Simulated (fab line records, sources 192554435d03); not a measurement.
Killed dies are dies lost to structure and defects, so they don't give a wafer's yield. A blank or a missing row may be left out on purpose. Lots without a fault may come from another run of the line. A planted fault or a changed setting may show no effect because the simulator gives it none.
Chamber matching | flow n5_finfet | N5_HKMG_FIN_ETCH_67 on rie_diel-01: 4 sister chambers
The step etches SOC in N2/H2, stops on TiN, target depth 388.9 nm. 20 wafers are shown with their chamber, then 10 later ones without.

WAFERS WITH THEIR CHAMBER
wafer  | chamber | showerhead_plenum_p_Torr (Torr) | throttle_valve_pct (%) | drypump_motor_current_A (A)
L078.1 | 1       | 2.66                            | 18.0                   | 5.47
L078.2 | 3       | 2.50                            | 17.5                   | 5.52
L078.4 | 0       | 2.72                            | 17.5                   | 5.73
L080.2 | 1       | 2.66                            | 18.0                   | 5.47
L080.3 | 1       | 2.66                            | 18.0                   | 5.49
L080.4 | 2       | 2.64                            | 18.3                   | 5.67
L083.2 | 1       | 2.66                            | 18.0                   | 5.48
L083.5 | 0       | 2.72                            | 17.5                   | 5.73
L083.6 | 3       | 2.50                            | 17.5                   | 5.50
L086.1 | 3       | 2.50                            | 17.5                   | 5.53
L086.2 | 0       | 2.71                            | 17.5                   | 5.74
L086.3 | 1       | 2.66                            | 18.0                   | 5.48
L089.1 | 3       | 2.49                            | 17.6                   | 5.50
L089.4 | 2       | 2.63                            | 18.3                   | 5.68
L089.6 | 1       | 2.65                            | 18.0                   | 5.48
L092.2 | 0       | 2.71                            | 17.5                   | 5.72
L092.4 | 3       | 2.49                            | 17.6                   | 5.49
L092.5 | 0       | 2.71                            | 17.5                   | 5.72
L093.2 | 2       | 2.62                            | 18.4                   | 5.71
L093.4 | 0       | 2.71                            | 17.6                   | 5.73

SIGNATURES (means of the wafers above)
reading                  | chamber 0 | chamber 1 | chamber 2 | chamber 3 | scatter within a chamber
showerhead_plenum_p_Torr | 2.7133    | 2.6583    | 2.6300    | 2.4960    | 0.00579
throttle_valve_pct       | 17.517    | 18.000    | 18.333    | 17.540    | 0.0411
drypump_motor_current_A  | 5.7283    | 5.4783    | 5.6867    | 5.5080    | 0.0125
Rule: a wafer's distance from a chamber is the root of the sum, over the readings, of the square of ((its reading less the chamber's mean) divided by the reading's scatter). The wafer belongs to the nearest chamber; if the next one is less than 2 further off, it can't be placed. The scatter: the root of (the sum of the squares of (reading less its chamber's mean) over the shown wafers, divided by (wafers less chambers)).

WAFERS WITHOUT THEIR CHAMBER
wafer  | showerhead_plenum_p_Torr (Torr) | throttle_valve_pct (%) | drypump_motor_current_A (A)
L093.6 | 2.62                            | 18.4                   | 5.68
L094.4 | 2.49                            | 17.6                   | 5.51
L094.5 | 2.65                            | 18.0                   | 5.47
L094.6 | 2.62                            | 18.4                   | 5.67
L097.1 | 2.62                            | 18.4                   | 5.68
L097.3 | 2.49                            | 17.6                   | 5.52
L097.6 | 2.64                            | 18.1                   | 5.49
L096.1 | 2.70                            | 17.6                   | 5.72
L096.3 | 2.62                            | 18.4                   | 5.69
L096.4 | 2.49                            | 17.6                   | 5.50

WHICH CHAMBER EACH WENT THROUGH
wafer  | from the rows above | in truth
L093.6 | 2                   | 2
L094.4 | 3                   | 3
L094.5 | 1                   | 1
L094.6 | 2                   | 2
L097.1 | 2                   | 2
L097.3 | 3                   | 3
L097.6 | 1                   | 1
L096.1 | 0                   | 0
L096.3 | 2                   | 2
L096.4 | 3                   | 3
Placed correctly: 10 of 10. Can't be placed from these rows: 0. Placed wrongly: 0.
